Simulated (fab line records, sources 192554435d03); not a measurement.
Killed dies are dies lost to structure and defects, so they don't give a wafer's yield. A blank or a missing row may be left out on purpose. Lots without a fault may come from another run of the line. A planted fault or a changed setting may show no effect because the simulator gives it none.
Chamber matching | flow n5_finfet | N5_SDB_DESCUM_16 on rie_diel-05: 4 sister chambers
The step chemistry O2, time 7.9 s. 16 wafers are shown with their chamber, then 8 later ones without.

WAFERS WITH THEIR CHAMBER
wafer  | chamber | drypump_motor_current_A (A) | showerhead_plenum_p_Torr (Torr) | throttle_valve_pct (%)
L607.2 | 0       | 5.7                         | 2.20                            | 20.46
L607.4 | 2       | 5.9                         | 2.18                            | 20.22
L607.6 | 3       | 6.4                         | 2.18                            | 20.55
L608.1 | 1       | 4.9                         | 2.07                            | 20.27
L608.2 | 0       | 5.7                         | 2.20                            | 20.45
L608.5 | 1       | 4.9                         | 2.07                            | 20.23
L610.2 | 1       | 4.9                         | 2.06                            | 20.27
L610.3 | 2       | 6.0                         | 2.18                            | 20.21
L610.5 | 2       | 5.9                         | 2.18                            | 20.23
L612.3 | 0       | 5.7                         | 2.20                            | 20.47
L612.5 | 1       | 4.9                         | 2.06                            | 20.25
L612.6 | 2       | 5.9                         | 2.17                            | 20.25
L622.1 | 0       | 5.7                         | 2.19                            | 20.50
L622.3 | 1       | 4.9                         | 2.06                            | 20.30
L622.6 | 1       | 4.9                         | 2.06                            | 20.29
L623.2 | 0       | 5.7                         | 2.19                            | 20.52

SIGNATURES (means of the wafers above)
reading                  | chamber 0 | chamber 1 | chamber 2 | chamber 3 | scatter within a chamber
drypump_motor_current_A  | 5.700     | 4.900     | 5.925     | 6.400     | 0.025
showerhead_plenum_p_Torr | 2.1960    | 2.0633    | 2.1775    | 2.1800    | 0.00523
throttle_valve_pct       | 20.4800   | 20.2683   | 20.2275   | 20.5500   | 0.0251
Rule: a wafer's distance from a chamber is the root of the sum, over the readings, of the square of ((its reading less the chamber's mean) divided by the reading's scatter). The wafer belongs to the nearest chamber; if the next one is less than 2 further off, it can't be placed. The scatter: the root of (the sum of the squares of (reading less its chamber's mean) over the shown wafers, divided by (wafers less chambers)).

WAFERS WITHOUT THEIR CHAMBER
wafer  | drypump_motor_current_A (A) | showerhead_plenum_p_Torr (Torr) | throttle_valve_pct (%)
L623.5 | 4.9                         | 2.06                            | 20.29
L623.6 | 5.9                         | 2.17                            | 20.27
L627.2 | 5.7                         | 2.18                            | 20.52
L627.5 | 5.7                         | 2.18                            | 20.54
L627.6 | 4.9                         | 2.05                            | 20.31
L628.1 | 6.4                         | 2.16                            | 20.60
L628.3 | 5.9                         | 2.16                            | 20.29
L628.4 | 5.7                         | 2.18                            | 20.51

WHICH CHAMBER EACH WENT THROUGH
wafer  | from the rows above | in truth
L623.5 | 1                   | 1
L623.6 | 2                   | 2
L627.2 | 0                   | 0
L627.5 | 0                   | 0
L627.6 | 1                   | 1
L628.1 | 3                   | 3
L628.3 | 2                   | 2
L628.4 | 0                   | 0
Placed correctly: 8 of 8. Can't be placed from these rows: 0. Placed wrongly: 0.
